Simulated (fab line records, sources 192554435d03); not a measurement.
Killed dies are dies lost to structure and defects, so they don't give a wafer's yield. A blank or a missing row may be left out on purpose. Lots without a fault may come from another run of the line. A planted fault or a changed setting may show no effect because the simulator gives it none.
Chamber matching | flow n5_finfet | N5_STI_FIN_REVEAL_CMP_04 on cmp-04: 4 sister chambers
The step polishes, stops on Si3N4, t overpolish 4 s, target thk 131.83 nm. 8 wafers are shown with their chamber, then 12 later ones without.

WAFERS WITH THEIR CHAMBER
wafer  | chamber | motor_current_A (A) | time_to_endpoint_s (s)
L081.1 | 1       | 8.2                 | 103
L081.2 | 0       | 7.1                 | 110
L082.4 | 1       | 8.4                 | 99
L087.5 | 3       | 8.4                 | 99
L087.6 | 2       | 8.6                 | 113
L089.1 | 3       | 8.3                 | 94
L089.4 | 0       | 6.8                 | 105
L089.6 | 2       | 8.4                 | 103

WAFERS WITHOUT THEIR CHAMBER
wafer  | motor_current_A (A) | time_to_endpoint_s (s)
L090.3 | 8.7                 | 95
L090.4 | 8.2                 | 103
L090.6 | 8.5                 | 102
L094.2 | 8.5                 | 93
L094.3 | 8.3                 | 102
L094.6 | 8.8                 | 94
L095.2 | 8.4                 | 94
L095.5 | 8.9                 | 89
L095.6 | 8.1                 | 102
L096.4 | 8.3                 | 100
L096.5 | 9.2                 | 95
L096.6 | 7.9                 | 100

WHICH CHAMBER EACH WENT THROUGH
wafer  | from the rows above          | in truth
L090.3 | can't be placed: 3 or 1 or 2 | 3
L090.4 | can't be placed: 1 or 3 or 2 | 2
L090.6 | can't be placed: 2 or 1 or 3 | 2
L094.2 | can't be placed: 3 or 1      | 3
L094.3 | can't be placed: 1 or 3 or 2 | 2
L094.6 | can't be placed: 3 or 2 or 1 | 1
L095.2 | can't be placed: 3 or 1      | 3
L095.5 | can't be placed: 3 or 1 or 2 | 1
L095.6 | can't be placed: 1 or 3 or 2 | 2
L096.4 | can't be placed: 1 or 3 or 2 | 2
L096.5 | can't be placed: 2 or 3 or 1 | 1
L096.6 | can't be placed: 1 or 3 or 2 | 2
Placed correctly: 0 of 12. Can't be placed from these rows: 12 (the true chamber is among the candidates in 12). Placed wrongly: 0.
How it was worked out, from the rows above alone: a wafer's distance from a chamber is the root of the sum, over the readings, of the square of ((its reading less the chamber's mean) divided by the reading's scatter). The wafer belongs to the nearest chamber; if the next one is less than 2 further off, it can't be placed. A chamber's mean is the mean of its shown wafers. The scatter: the root of (the sum of the squares of (reading less its chamber's mean) over the shown wafers, divided by (wafers less chambers)).
